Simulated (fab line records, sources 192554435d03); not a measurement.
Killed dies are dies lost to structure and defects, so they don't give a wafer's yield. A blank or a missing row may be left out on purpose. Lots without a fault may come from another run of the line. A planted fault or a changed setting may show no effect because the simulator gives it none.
One fault seen from 2 desks | flow n5_finfet | each desk has only its own numbers; what lay behind them comes last

THE METROLOGY DESK
What the gauges read, lot by lot, whatever tool the lot ran on: means of the sampled wafers that have a number. A lot is out of limits, marked OUT, if its mean lies more than 4 standard deviations from the usual mean; the brackets give that distance.
Columns: A = cd_nm at N5_ZERO_LAYER_CD_MEAS_11, usual 2000.2 nm
lot  | first seen here | A
L606 | day 1 12:46     | 2001.9
L608 | day 2 00:46     | 2000.3
L611 | day 2 18:40     | 1998.1
L613 | day 3 06:46     | 1999.0
L614 | day 3 12:38     | 1999.2
L619 | day 4 18:38     | 2000.8
L620 | day 5 00:40     | 2000.6
L621 | day 5 06:47     | 2000.2
L626 | day 6 12:38     | 1999.5
L627 | day 6 18:57     | 1999.9
L628 | day 7 00:38     | 2001.1
L629 | day 7 06:38     | 2000.3
This desk's finding: nothing out of limits on any of the 12 lots.

THE TOOL OWNER'S DESK: arfi_scanner-03
The tool's own readings at N5_PMOS_HMC_CHANNEL_EPI_EXPOSE_06 (exposes mask PMOS HMC BLK, target cd 240 nm): means of the sampled wafers that have a number, for each lot that ran on this tool. A lot is out of limits, marked OUT, if its mean lies more than 4 standard deviations from the usual mean; the brackets give that distance.
Columns: A = exposure_dose_mJ_cm2 at N5_PMOS_HMC_CHANNEL_EPI_EXPOSE_06, usual 40.99
lot  | first seen here | A
L606 | day 1 17:52     | 40.97
L608 | day 2 04:58     | 41.60 (+13) OUT
L611 | day 2 23:32     | 41.48 (+11) OUT
L613 | day 3 11:41     | 41.42 (+9.4) OUT
This desk's finding: out of limits on L608, L611, L613; first on L608, day 2 04:58 (exposure_dose_mJ_cm2 at N5_PMOS_HMC_CHANNEL_EPI_EXPOSE_06). In limits: L606.

PUT TOGETHER
The tool owner's desk could have raised an alarm at day 2 04:58, on L608, L611, L613.
The metrology desk saw nothing out of limits.
The metrology desk has L608, L611, L613 on record, within its limits.
Of the lots named, all ran N5_PMOS_HMC_CHANNEL_EPI_EXPOSE_06 on arfi_scanner-03.

WHAT THE SIMULATOR HAD PUT IN
Process parameter drift: arfi_scanner-03, from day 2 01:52 on, at N5_PMOS_HMC_CHANNEL_EPI_EXPOSE_06. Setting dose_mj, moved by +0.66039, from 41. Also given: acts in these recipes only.
Lots struck among those shown: L608, L611, L613.
Hours from the fault's start to each desk's first reading out of limits: the tool owner's desk, 3.
